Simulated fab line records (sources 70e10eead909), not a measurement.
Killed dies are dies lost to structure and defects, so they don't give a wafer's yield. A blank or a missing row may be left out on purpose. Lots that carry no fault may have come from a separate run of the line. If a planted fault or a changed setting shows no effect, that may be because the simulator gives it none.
Comparing a struck lot with a sound one    flow nand_harc    38 out of 1159 route steps
Sound: these wafers, L644.2, L644.5, L644.6. Struck: wafer L636.2. (L636.1, L636.6 of the same lot were not struck and are left out.) The cause comes at the end.
Order at every step that has rows: each side's tool, ch and its chambers, its first start. Under that, the readings that differ: sound wafers    struck wafers    difference of the means    sigmas: that difference in standard deviations of wafers without a fault.
alike: same words and numbers on both sides, and readings whose means sit less than 2 such deviations apart. not compared: any withheld reading, any reading some wafer has no value for, any bound like >300 that may hide the same value, and any number with overlapping values for which the record gives no deviation.
The two part at a step that has a row with sigmas, a row that says differs or no value, or rows on one side only. When numbers do not overlap yet have no deviation, they are printed without sigmas and do not part them. A reading that every wafer of one side lacks parts them only if that side has two wafers or more.

NHARC_A_CHANNEL_HOLE_D1_INSPECT_40:
  sound on defect_inspect-01, day 12 08:05; struck on defect_inspect-01, day 10 05:46
  alike: raw_defect_count
then, 2 steps without rows for these wafers: NHARC_A_CHANNEL_FILL_D1_PRECLEAN_00 (cleans in SC1); NHARC_A_CHANNEL_FILL_D1_SRD_01.
NHARC_A_CHANNEL_FILL_D1_ALD_02: deposits SiO2, target thk 6 nm, pulse time 10 s, ald cycles 60.
  sound on ald_hk-01 ch 2,3, day 12 09:15; struck on ald_hk-03 ch 0, day 10 05:57
  alike: heater_power_w, precursor_pulse_height_rel
then, 3 steps without rows for these wafers: NHARC_A_CHANNEL_FILL_D1_ALD_03 (deposits SiNx, target thk 6 nm, pulse time 60 s, ald cycles 58); NHARC_A_CHANNEL_FILL_D1_ALD_14 (deposits SiO2, target thk 2.5 nm, pulse time 10 s, ald cycles 25); NHARC_A_CHANNEL_FILL_D1_ALD_15 (deposits SiNx, target thk 2 nm, pulse time 60 s, ald cycles 19).
NHARC_A_CHANNEL_FILL_D1_ALD_16: deposits SiO2, target thk 1.5 nm, pulse time 10 s, ald cycles 15.
  sound on ald_hk-01 ch 0,1, day 12 20:57; struck on ald_hk-03 ch 0, day 10 18:05
reading             sound        struck  difference  sigmas
heater_power_w (W)  537 536 454  392     -117        -2
  alike: precursor_pulse_height_rel
then, 2 steps without rows for these wafers: NHARC_A_CHANNEL_FILL_D1_ANNEAL_17 (time 1800 s); NHARC_A_CHANNEL_FILL_D1_CVD_18 (deposits poly-Si, target thk 3 nm).
NHARC_A_CHANNEL_FILL_D1_ETCHBACK_19: etches the open film in HBr/Cl2, target depth 5 nm, time 1.7 s.
  sound on rie_si-05 ch 0,2,3, day 13 08:35; struck on rie_si-04 ch 2, day 11 06:00
  alike: bias_w, drypump_motor_current_A, oes_product_au, throttle_valve_pct
  not compared: rf_hours_counter_h
then, 1 step without rows for these wafers: NHARC_A_CHANNEL_FILL_D1_ETCHBACK_20 (etches the open film in C4F8/O2/Ar, target depth 27 nm, time 13.5 s).
NHARC_A_CHANNEL_FILL_D1_STRIP_28: strips in O2, time 20 s.
  sound on rie_diel-08 ch 0,3, day 13 08:46; struck on rie_diel-13 ch 0, day 11 06:13
reading                      sound        struck  difference  sigmas
drypump_motor_current_A (A)  6.5 6.5 5.7  4.6     -1.6        -3
  alike: oes_product_au, rf_vpp_V, showerhead_plenum_p_Torr, throttle_valve_pct
  not compared: rf_hours_counter_h
then, 6 steps without rows for these wafers: NHARC_A_CHANNEL_FILL_D1_PRECLEAN_21 (cleans in dHF, time 30 s); NHARC_A_CHANNEL_FILL_D1_SRD_23; NHARC_A_CHANNEL_FILL_D1_CVD_05 (deposits poly-Si, target thk 5 nm); NHARC_A_CHANNEL_FILL_D1_ANNEAL_22 (time 7200 s); NHARC_A_CHANNEL_FILL_D1_ALD_25 (deposits SiOx, target thk 60 nm, pulse time 10 s, ald cycles 600); NHARC_A_CHANNEL_FILL_D1_ETCHBACK_08 (etches the open film in C4F8, target depth 220 nm, time 110 s).
NHARC_A_CHANNEL_FILL_D1_STRIP_29: strips in O2, time 20 s.
  sound on rie_diel-08 ch 1,2,3; struck on rie_diel-13 ch 0
reading                      sound        struck  difference  sigmas
drypump_motor_current_A (A)  5.7 5.8 6.2  4.6     -1.3        -2
  alike: oes_product_au, rf_vpp_V, showerhead_plenum_p_Torr, throttle_valve_pct
  not compared: rf_hours_counter_h
then, 16 steps without rows for these wafers: NHARC_A_CHANNEL_FILL_D1_PRECLEAN_30 (cleans in dHF, time 30 s); NHARC_A_CHANNEL_FILL_D1_SRD_31; NHARC_A_CHANNEL_FILL_D1_CVD_09 (deposits poly-Si, target thk 150 nm, time 3000 s); NHARC_A_CHANNEL_FILL_D1_CMP_10 (polishes, target thk 150 nm); NHARC_A_CHANNEL_FILL_D1_SRD_12; NHARC_A_CHANNEL_FILL_D1_RTA_24 (time 5 s); NHARC_A_STAIRCASE_DEP_156 (deposits SiNx, target thk 50 nm); NHARC_A_STAIRCASE_DEHYDRATE_158 (time 120 s); NHARC_A_STAIRCASE_HMDS_159 (time 30 s); NHARC_A_STAIRCASE_COAT_160; NHARC_A_STAIRCASE_SOFTBAKE_161 (time 170 s); NHARC_A_STAIRCASE_EBR_162; NHARC_A_STAIRCASE_EXPOSE_163 (exposes mask STAIR OPEN); NHARC_A_STAIRCASE_PEB_164 (peb time 130 s); NHARC_A_STAIRCASE_DEVELOP_165 (time 140 s); NHARC_A_STAIRCASE_HARDBAKE_167 (time 140 s).
NHARC_A_STAIRCASE_DESCUM_168: chemistry O2, time 3 s.
  sound on rie_diel-06 ch 0,1,2, day 14 10:47; struck on rie_diel-02 ch 2, day 12 07:00
reading       sound           struck  difference  sigmas
rf_vpp_V (V)  57.4 58.6 56.9  59.6    +2.0        +2
  alike: drypump_motor_current_A, oes_product_au, showerhead_plenum_p_Torr, throttle_valve_pct
  not compared: rf_hours_counter_h
-- the record jumps here: 9 days lie between the struck wafers' starts before and after (it left off in module A_STAIRCASE and takes up again in module END, whose first step shown is number 1159 of the route) --
NHARC_END_SORT_01:
  here the record holds rows for the struck wafers (prober-01 ch 0, day 20 22:35) but none for the sound ones

== WHERE THEY PART ==
At NHARC_A_CHANNEL_FILL_D1_ALD_16 first; at NHARC_END_SORT_01 last (within this record only).

WHY: what had been put in by the simulator
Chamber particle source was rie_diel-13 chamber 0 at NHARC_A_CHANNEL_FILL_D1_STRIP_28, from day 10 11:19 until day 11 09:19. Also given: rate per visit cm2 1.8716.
